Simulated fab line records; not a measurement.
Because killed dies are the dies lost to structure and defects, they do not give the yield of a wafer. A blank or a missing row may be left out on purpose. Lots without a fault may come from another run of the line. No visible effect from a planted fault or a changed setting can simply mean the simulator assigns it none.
Matching of chambers -- flow nand_harc -- NHARC_P_CONTACT_DESCUM_17 on rie_diel-07: 4 sister chambers
The step chemistry O2, time 3 s. 4 wafers are shown with their chamber, then 7 later ones without.

## WAFERS, EACH WITH ITS CHAMBER
wafer,chamber,drypump_motor_current_A (A)
L112.3,3,6.3
L118.5,1,5.8
L117.3,0,5.8
L117.4,2,6.1

## WAFERS WHOSE CHAMBER IS MISSING
wafer,drypump_motor_current_A (A)
L117.5,6.2
L120.3,6.2
L120.4,6.1
L120.5,5.8
L121.1,6.1
L121.2,6.3
L121.5,6.3

## CHAMBER TAKEN BY EACH
wafer,from the rows above,in truth
L117.5,can't be placed: 3 or 2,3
L120.3,can't be placed: 3 or 2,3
L120.4,2,2
L120.5,can't be placed: 0 or 1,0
L121.1,2,2
L121.2,3,3
L121.5,3,3
Placed correctly: 4 of 7. Can't be placed from these rows: 3 (the true chamber is among the candidates in 3). Placed wrongly: 0.
How it was worked out, from the rows above alone: a wafer's distance from a chamber is the root of the sum, over the readings, of the square of ((its reading less the chamber's mean) divided by the reading's scatter). If the next closest chamber is less than 2 further off than the closest, the wafer can't be placed; otherwise it belongs to the closest. Each chamber's mean is taken over the wafers shown for it. The scatter: with one shown wafer a chamber, the root of the mean of the squares of how far each hidden wafer lies from its nearest shown one.
